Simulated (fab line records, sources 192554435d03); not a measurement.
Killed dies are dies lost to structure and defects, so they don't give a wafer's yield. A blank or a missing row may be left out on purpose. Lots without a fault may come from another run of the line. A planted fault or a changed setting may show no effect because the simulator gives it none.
fab line records | flow n5_finfet | part 1 of 2: steps 1 to 4 of 6
record lots=20 wafers=60 last_day=18
route steps=1938 shown FIN_CUT@176 DUMMY_GATE@243 ILD0@340 SDB@347
lots that met no fault: from a run of the same line without faults
start_h: hours from the record's first day to the start of the lot's first wafer shown | wait_h: hours since the lot's step before | " the same as in the row above | L1.1+2: a row that stands for several wafers | - no value, or no start given | * or withheld: withheld | < > ~ a bound
route shown NAME@n: a module of which the file shows steps, and the number in the route of the first | usual: mean/standard deviation of fault-free wafers | same: alike in all rows | chamber/n: place in a boat | sites: the reading at each site | _std_site: their standard deviation | _edge_site: outer sites' mean less inner sites' | radius_mm: how far each site lies from the wafer's centre | mask NAME#n: copy n | behind: the tool/chamber that last shaped the wafer | hold: why the lot was held/for how many hours/how that ended | device: the transistor (n, p or np) that didn't switch | end of line: the same wafers' tests at the end of the route | a step without rows: its recipe alone | killed: dies lost to structure and defects at the first sort, not the wafer's yield | map: a wafer's dies, x killed, . not, _ none there
set.NAME: the setting as run; set.NAME@STEP: as run at that earlier step | model.NAME: the simulator's own value behind a step, which no gauge read
steps of the route over a sample of lots; a table a step, a row a wafer
services: from which hour (start_h, from the record's first day; less than 0 if before it) a tool's chamber was out of use, for how many hours, and why
## steps
# step N5_FIN_CUT_CUT_ETCH_15
# recipe chemistry=HBr/Cl2/O2 target=Si target_depth_a=1000 bt_time_s=10 mask_material=SOC time_s=42.4 ion_energy_ev=* bias_w=* pressure_mtorr=10 icp_w=800 HBr_flow_sccm=150 Cl2_flow_sccm=80 O2_flow_sccm=12
# usual O2_flow_sccm=12.00/0.038 chamber_pressure_mTorr=10.001/0.013 drypump_motor_current_A=5.5/0.48 mfc_cl2_sccm=80.01/0.24 oes_product_au=0.994/0.015 throttle_valve_pct=37.4/0.32
# columns lot.wafer tool chamber start_h wait_h O2_flow_sccm chamber_pressure_mTorr drypump_motor_current_A mfc_cl2_sccm oes_product_au rf_hours_counter_h throttle_valve_pct
L074.2 rie_si-06 3 28.25 0.1 11.99 9.997 5.5 80.23 0.980 121 37.8
L074.3 " 0 " " 11.98 9.993 5.4 80.05 1.007 133 37.3
L074.6 " 2 " " 12.02 9.985 6.5 79.87 0.992 - 36.8
L077.2 rie_si-06 3 46.41 0.1 12.02 10.002 5.5 79.82 0.966 122 37.8
L077.5 " 1 " " 11.96 9.993 4.8 79.82 0.990 - 37.8
L077.6 " 0 " " 12.03 9.988 5.4 79.85 1.001 - 37.4
L078.1 rie_si-06 0 54.42 0.1 11.96 9.986 5.4 79.84 0.998 134 37.3
L078.3 " 3 " " 11.98 10.009 5.5 80.02 0.966 122 37.7
L078.5 " 2 " " 12.01 9.995 6.5 80.25 0.995 - 36.8
L079.1 rie_si-01 0 58.42 0.1 11.95 9.998 5.0 80.03 1.002 4 37.4
L079.2 " 2 " " 12.04 10.005 5.8 80.19 0.993 166 37.8
L079.4 " 3 " " 11.96 9.990 5.8 79.85 1.006 85 37.4
L080.1 rie_si-01 2 63.58 0.1 12.03 9.991 5.8 79.92 0.997 166 37.8
L080.3 " 1 " " 11.97 10.008 5.6 79.99 0.978 96 37.4
L080.4 " 3 " " 12.02 9.995 5.9 80.15 1.002 85 37.4
L081.1 rie_si-03 2 73.72 0.1 11.97 9.987 5.3 80.05 1.024 139 36.9
L081.3 " 0 " " 12.03 9.997 5.1 80.21 0.995 25 37.3
L081.5 " 1 " " 11.93 9.999 5.8 80.11 0.985 - 37.6
L082.2 rie_si-01 0 79.41 0.1 11.97 10.008 5.0 80.12 1.002 5 37.4
L082.4 " 1 " " 12.01 9.988 5.7 80.42 0.976 96 37.4
L082.6 " 1 " " 11.96 9.999 5.6 80.29 0.977 - 37.4
L083.1 rie_si-06 0 82.35 0.1 12.02 10.000 5.4 80.02 1.003 134 37.4
L083.5 " 1 " " 12.03 9.984 4.8 79.99 1.001 - 37.8
L083.6 " 0 " " 12.04 10.014 5.4 80.39 1.003 - 37.3
L085.1 rie_si-03 0 94.26 0.1 11.97 10.002 5.1 79.98 0.995 26 37.3
L085.4 " 3 " " 12.01 10.006 5.9 80.25 1.001 175 37.1
L085.5 " 0 " " 11.98 9.987 5.1 80.15 0.991 - 37.3
L086.1 rie_si-06 1 102.17 0.1 11.98 10.002 4.8 79.94 1.001 97 37.8
L086.2 " 3 " " 11.98 9.991 5.5 80.11 0.968 123 37.8
L086.5 " 3 " " 11.98 10.010 5.5 80.10 0.968 - 37.8
L087.3 rie_si-03 1 107.24 0.0 11.98 9.981 5.8 80.06 0.978 166 37.7
L087.4 " 3 " " 11.96 10.018 5.9 80.16 0.986 175 37.2
L087.6 " 2 " " 12.00 10.096 5.3 80.35 1.028 - 37.0
L088.2 rie_si-01 2 112.70 0.1 12.09 9.990 5.8 79.97 0.998 167 37.8
L088.3 " 1 " " 11.94 9.990 5.6 79.95 0.976 97 37.4
L088.5 " 1 " " 11.97 9.980 5.6 80.17 0.977 - 37.4
L089.1 rie_si-01 0 118.92 0.1 12.00 9.998 5.0 80.44 1.006 5 37.4
L089.2 " 3 " " 12.02 10.019 5.9 79.89 0.992 86 37.4
L089.4 " 2 " " 12.07 10.006 5.8 80.17 1.004 167 37.8
L090.3 rie_si-03 3 126.75 0.0 11.98 10.006 5.9 80.21 0.983 176 37.2
L090.4 " 0 " " 11.99 9.985 5.1 79.59 0.990 26 37.3
L090.6 " 2 " " 12.02 9.980 5.3 80.00 1.040 - 36.9
L091.1 rie_si-06 1 131.15 0.1 11.95 10.003 4.8 79.85 0.998 97 37.8
L091.3 " 3 " " 12.02 10.017 5.5 79.75 0.973 123 37.8
L091.4 " 2 " " 12.03 9.999 6.5 80.48 0.986 5 36.8
L092.2 rie_si-01 0 136.74 0.1 11.95 10.018 5.0 79.95 0.995 6 37.4
L092.4 " 3 " " 11.99 10.008 5.9 80.06 0.999 86 37.4
L092.6 " 1 " " 11.95 10.011 5.7 79.88 0.959 - 37.4
L093.2 rie_si-01 0 141.52 0.1 12.00 10.000 5.0 79.86 1.010 6 37.4
L093.5 " 1 " " 11.98 10.014 5.6 80.15 0.976 - 37.4
L093.6 " 0 " " 12.00 9.993 5.0 80.02 0.996 - 37.4
L094.1 rie_si-03 0 147.55 0.1 12.00 9.997 5.1 79.75 0.993 27 37.3
L094.4 " 3 " " 12.00 10.001 5.9 79.90 0.983 176 37.2
L094.6 " 0 " " 12.04 9.975 5.1 80.10 0.990 - 37.3
L096.2 rie_si-06 2 159.38 0.1 12.02 10.004 6.5 80.14 0.989 5 36.8
L096.3 " 0 " " 12.00 10.011 5.4 79.97 0.993 136 37.4
L096.4 " 3 " " 11.92 9.999 5.5 80.48 0.967 124 37.8
L097.1 rie_si-03 0 166.51 0.1 11.94 9.991 5.1 79.62 1.000 27 37.3
L097.2 " 3 " " 11.96 10.011 5.9 79.85 0.990 176 37.2
L097.6 " 2 " " 11.93 10.006 5.3 79.69 1.039 - 36.9
# step N5_DUMMY_GATE_ETCH_31
# recipe chemistry=C4F6/O2 target=SiO2 mask_material=SOC target_depth_a=825 time_s=27.5 ion_energy_ev=250 pressure_mtorr=30 source_w=345 bias_w=185 Ar_flow_sccm=300 C4F6_flow_sccm=10 O2_flow_sccm=10
# usual C4F6_flow_sccm=10.001/0.029 O2_flow_sccm=10.001/0.027 chamber_pressure_mTorr=29.998/0.029 drypump_motor_current_A=5.8/0.49 oes_product_au=0.76/0.083 rf_vpp_V=662/16 showerhead_plenum_p_Torr=2.84/0.096 throttle_valve_pct=21.15/0.21
# columns lot.wafer tool chamber start_h wait_h C4F6_flow_sccm O2_flow_sccm chamber_pressure_mTorr drypump_motor_current_A oes_product_au rf_hours_counter_h rf_vpp_V showerhead_plenum_p_Torr throttle_valve_pct
L074.2 rie_diel-05 3 46.59 0.0 10.022 9.990 30.029 6.3 0.83 53 668 2.76 20.92
L074.3 " 2 " " 10.036 9.991 30.024 6.5 0.67 250 650 2.81 21.43
L074.6 " 3 " " 10.036 9.993 29.961 6.3 0.84 - 669 2.76 20.91
L077.2 rie_diel-04 2 66.86 0.0 9.942 9.955 30.031 5.7 0.72 201 665 2.96 21.21
L077.5 " 0 " " 10.012 10.006 29.992 5.4 0.69 - 699 2.92 21.55
L077.6 " 1 " " 10.009 10.001 29.972 5.4 0.70 - 665 2.95 21.08
L078.1 rie_diel-04 3 73.59 0.0 10.003 10.008 29.959 5.5 0.69 229 636 2.70 21.01
L078.3 " 0 " " 9.994 9.958 29.958 5.4 0.68 213 698 2.92 21.56
L078.5 " 0 " " 9.992 9.963 29.985 5.4 0.68 - 699 2.92 21.54
L079.1 rie_diel-04 3 79.46 0.1 9.925 9.972 29.958 5.4 0.69 231 635 2.70 21.01
L079.2 " 0 " " 9.999 10.040 29.974 5.4 0.69 216 697 2.92 21.55
L079.4 " 1 " " 10.006 9.997 30.014 5.3 0.70 213 667 2.94 21.09
L080.1 rie_diel-02 2 83.41 0.0 10.047 10.015 30.019 6.8 0.87 40 655 2.89 21.41
L080.3 " 1 " " 9.931 9.983 29.979 6.2 0.70 228 670 2.83 21.52
L080.4 " 3 " " 9.968 9.933 29.991 6.5 0.79 122 660 2.86 21.23
L081.1 rie_diel-05 3 92.60 0.0 10.011 9.991 29.998 6.4 0.83 67 668 2.75 20.93
L081.3 " 1 " " 10.036 10.052 30.029 5.6 0.80 111 647 2.76 21.03
L081.5 " 1 " " 9.949 10.017 29.983 5.6 0.80 - 645 2.76 21.03
L082.2 rie_diel-04 1 98.28 0.1 9.994 9.955 29.987 5.3 0.70 218 666 2.94 21.09
L082.4 " 0 " " 10.013 9.973 30.042 5.4 0.68 221 700 2.92 21.56
L082.6 " 3 " " 9.997 10.014 30.015 5.5 0.68 - 636 2.70 21.01
L083.1 rie_diel-04 3 101.78 0.0 10.052 9.994 29.985 5.5 0.68 238 636 2.70 21.01
L083.5 " 3 " " 10.019 10.027 30.007 5.5 0.68 - 635 2.70 21.01
L083.6 " 0 " " 10.044 9.981 30.052 5.4 0.67 - 698 2.92 21.57
L085.1 rie_diel-05 3 112.60 0.1 10.039 9.982 29.915 6.3 0.82 74 669 2.75 20.94
L085.4 " 0 " " 10.012 9.924 29.987 5.5 0.72 191 660 2.93 21.04
L085.5 " 1 " " 10.032 9.940 29.970 5.6 0.79 - 645 2.76 21.03
L086.1 rie_diel-04 0 124.50 0.0 10.010 9.948 29.995 5.4 0.68 230 699 2.91 21.59
L086.2 " 1 " " 9.996 10.052 30.036 5.4 0.69 226 665 2.94 21.10
L086.5 " 1 " " 10.019 9.992 29.973 5.3 0.69 - 666 2.94 21.08
L087.3 rie_diel-05 2 126.55 0.1 9.985 10.005 29.966 6.5 0.93 18 648 2.81 21.13
L087.4 " 3 " " 9.966 10.014 30.006 6.4 0.82 80 668 2.75 20.95
L087.6 " 3 " " 9.971 10.033 29.985 6.3 0.82 - 669 2.75 20.95
L088.2 rie_diel-05 0 134.31 0.1 10.011 10.028 29.982 5.4 0.71 198 660 2.93 21.05
L088.3 " 2 " " 9.980 9.958 30.016 6.4 0.93 20 648 2.81 21.10
L088.5 " 2 " " 9.942 9.961 29.986 6.5 0.93 - 648 2.81 21.11
L089.1 rie_diel-05 2 143.82 0.0 9.992 10.045 30.012 6.5 0.92 22 649 2.81 21.11
L089.2 " 0 " " 10.027 10.030 29.993 5.4 0.71 201 660 2.93 21.07
L089.4 " 3 " " 9.975 10.032 29.977 6.4 0.81 85 669 2.74 20.94
L090.3 rie_diel-04 2 144.95 0.1 10.038 10.013 29.970 5.7 0.69 - 666 2.95 21.24
L090.4 " 0 " " 10.000 9.966 30.056 5.4 0.68 - 699 2.91 21.58
L090.6 " 0 " " 9.979 9.987 30.025 5.4 0.66 - 700 2.91 21.61
L091.1 rie_diel-02 2 152.75 0.0 10.006 10.013 30.012 6.8 0.84 59 654 2.88 21.45
L091.3 " 3 " " 10.005 10.034 29.971 6.5 0.76 142 660 2.85 21.27
L091.4 " 1 " " 9.948 9.986 30.026 6.2 0.69 249 669 2.82 21.56
L092.2 rie_diel-05 2 155.40 0.0 10.045 9.989 30.001 6.5 0.92 27 648 2.80 21.12
L092.4 " 3 " " 10.024 9.999 29.968 6.4 0.80 - 668 2.74 20.95
L092.6 " 1 " " 10.029 10.005 30.023 5.6 0.77 - 645 2.75 21.05
L093.2 rie_diel-05 2 160.44 0.1 9.992 10.024 29.985 6.5 0.90 29 649 2.80 21.12
L093.5 " 0 " " 9.982 9.982 29.979 5.5 0.71 - 662 2.93 21.05
L093.6 " 1 " " 10.016 10.020 29.948 5.6 0.77 - 645 2.75 21.03
L094.1 rie_diel-04 2 167.51 0.0 10.000 10.055 30.017 5.7 0.70 233 667 2.95 21.26
L094.4 " 3 " " 10.004 10.005 30.017 5.5 0.97 6 645 3.03 20.73
L094.6 " 1 " " 10.001 10.002 30.008 5.4 0.68 - 666 2.93 21.11
L096.2 rie_diel-02 2 177.65 0.0 9.946 10.000 29.986 6.8 0.81 70 653 2.88 21.45
L096.3 " 0 " " 9.994 9.998 30.000 5.1 0.68 253 654 2.66 21.14
L096.4 " 0 " " 9.988 10.000 29.965 5.1 0.68 - 654 2.66 21.13
L097.1 rie_diel-02 2 184.66 0.0 10.035 10.027 30.030 6.7 0.81 72 655 2.88 21.46
L097.2 " 3 " " 9.965 10.042 29.956 6.5 0.76 155 662 2.85 21.25
L097.6 " 3 " " 10.011 10.010 30.002 6.5 0.76 - 661 2.85 21.28
# step N5_ILD0_CMP_07
# recipe stop_on=poly-Si material=SiO2_flowable t_overpolish_s=1.18 post_cmp_clean=alkaline_brush down_force_psi=4.1491 platen_rpm=51.796 pad_velocity_m_s=1.0306 target_thk_nm=138.88
# usual motor_current_A=12.5/0.93 slurry_filter_dp_kPa=13.52/0.13 slurry_flow_ml_min=150.1/0.49
# columns lot.wafer tool chamber start_h wait_h motor_current_A slurry_filter_dp_kPa slurry_flow_ml_min
L074.3 cmp-03 3 64.86 0.0 11.6 13.61 149.9
L074.2 " 0 " " 11.7 13.62 150.1
L074.6 " 0 " " 11.8 13.46 150.3
L077.2 cmp-04 3 83.85 0.0 12.9 13.47 150.5
L077.5 " 3 " " 12.5 13.51 149.7
L077.6 " 0 " " 12.7 13.49 150.6
L078.1 cmp-03 2 89.79 0.0 13.0 13.51 149.9
L078.3 " 1 " " 14.1 13.50 149.6
L078.5 " 3 " " 11.9 13.66 150.1
L079.4 cmp-04 1 95.09 0.1 11.7 13.50 149.8
L079.2 " 2 " " 12.9 13.44 150.6
L079.1 " 3 " " 13.0 13.67 149.5
L080.1 cmp-04 2 99.02 0.0 12.2 13.50 149.8
L080.3 " 3 " " 11.8 13.64 150.1
L080.4 " 1 " " 11.6 13.74 150.5
L081.1 cmp-01 3 109.19 0.2 11.5 13.65 150.6
L081.3 " 1 " " 14.9 13.38 150.7
L081.5 " 2 " " 11.1 13.50 150.4
L082.4 cmp-03 0 112.45 0.1 11.8 13.46 150.0
L082.2 " 2 " " 12.9 13.35 150.3
L082.6 " 3 " " 12.1 13.46 149.2
L083.1 cmp-01 2 115.62 0.1 11.1 13.61 149.8
L083.5 " 0 " " 12.2 13.40 149.8
L083.6 " 1 " " 14.4 13.69 151.6
L085.1 cmp-03 2 126.45 0.0 13.4 13.46 150.5
L085.4 " 1 " " 13.9 13.67 150.5
L085.5 " 2 " " 13.4 13.63 150.5
L086.2 cmp-04 1 140.40 0.1 11.6 13.38 149.4
L086.1 " 3 " " 12.9 13.43 150.1
L086.5 " 0 " " 12.0 13.28 150.2
L087.3 cmp-03 3 140.98 0.1 11.8 13.45 150.0
L087.4 " 1 " " 13.8 13.60 150.2
L087.6 " 3 " " 11.8 13.61 150.4
L088.2 cmp-03 1 148.15 0.1 13.0 13.50 150.1
L088.3 " 2 " " 13.7 13.25 150.0
L088.5 " 3 " " 12.5 13.50 149.5
L089.1 cmp-01 0 157.71 0.1 12.8 13.26 151.4
L089.2 " 1 " " 14.8 13.58 149.3
L089.4 " 2 " " 11.0 13.65 149.6
L090.4 cmp-03 3 158.87 0.0 11.4 13.43 149.7
L090.3 " 2 " " 13.4 13.49 149.6
L090.6 " 0 " " 11.6 13.67 150.4
L091.3 cmp-01 2 167.00 0.0 11.0 13.32 150.0
L091.1 " 0 " " 11.7 13.56 149.4
L091.4 " 1 " " 14.4 13.49 149.8
L092.2 cmp-03 1 169.39 0.0 14.0 13.44 149.9
L092.4 " 3 " " 11.5 13.41 149.6
L092.6 " 2 " " 13.6 13.60 150.2
L093.2 cmp-04 0 175.36 0.0 12.5 13.39 150.2
L093.5 " 0 " " 12.1 13.71 150.7
L093.6 " 1 " " 12.3 13.31 150.3
L094.1 cmp-01 2 181.40 0.0 11.0 13.41 149.1
L094.4 " 3 " " 12.5 13.67 150.1
L094.6 " 2 " " 10.7 13.30 149.9
L096.4 cmp-04 0 196.09 0.1 13.4 13.40 149.8
L096.3 " 1 " " 12.1 13.44 149.4
L096.2 " 2 " " 12.9 13.51 150.2
L097.1 cmp-03 2 199.11 0.1 13.5 13.53 149.1
L097.2 " 3 " " 11.6 13.46 150.2
L097.6 " 0 " " 12.4 13.67 149.8
# step N5_ILD0_THK_MEAS_08
# usual thk_nm=139.0/1
# columns lot.wafer tool chamber start_h wait_h thk_nm
L074.2 film_metro-02 - 65.16 - 138.3
L074.3 " - " " 137.8
L074.6 " - " " 139.0
L077.2 film_metro-02 - 84.15 - 138.7
L077.5 " - " " 139.1
L077.6 " - " " 138.6
L078.1 film_metro-01 - 90.08 - 137.9
L078.3 " - " " 137.2
L078.5 " - " " 137.5
L079.1 film_metro-02 - 95.35 - 139.6
L079.2 " - " " 138.0
L079.4 " - " " 140.1
L080.1 film_metro-01 - 99.32 - 137.8
L080.3 " - " " 138.3
L080.4 " - " " 139.7
L081.1 film_metro-01 - 109.66 - 139.9
L081.3 " - " " 140.5
L081.5 " - " " 139.7
L082.2 film_metro-01 - 112.80 - 138.9
L082.4 " - " " 139.9
L082.6 " - " " 138.2
L083.1 film_metro-02 - 115.84 - 138.1
L083.5 " - " " 140.9
L083.6 " - " " 140.0
L085.1 film_metro-02 - 126.75 - 139.7
L085.4 " - " " 139.5
L085.5 " - " " 138.6
L086.1 film_metro-01 - 140.66 - 140.3
L086.2 " - " " 140.3
L086.5 " - " " 139.0
L087.3 film_metro-02 - 141.24 - 139.8
L087.4 " - " " 139.4
L087.6 " - " " 141.0
L088.2 film_metro-02 - 148.37 - 138.6
L088.3 " - " " 140.1
L088.5 " - " " 139.5
L089.1 film_metro-02 - 157.97 - 138.3
L089.2 " - " " 137.4
L089.4 " - " " 137.3
L090.3 film_metro-02 - 159.16 - 140.0
L090.4 " - " " 138.5
L090.6 " - " " 138.8
L091.1 film_metro-02 - 167.30 - 138.7
L091.3 " - " " 139.0
L091.4 " - " " 139.6
L092.2 film_metro-02 - 169.68 - 139.4
L092.4 " - " " 138.7
L092.6 " - " " 139.1
L093.2 film_metro-02 - 175.66 - 139.0
L093.5 " - " " 137.6
L093.6 " - " " 138.8
L094.1 film_metro-01 - 181.69 - 139.5
L094.4 " - " " 139.6
L094.6 " - " " 138.2
L096.2 film_metro-01 - 196.34 - 138.0
L096.3 " - " " 137.7
L096.4 " - " " 138.1
L097.1 film_metro-02 - 199.33 - 140.5
L097.2 " - " " 140.4
L097.6 " - " " 139.8
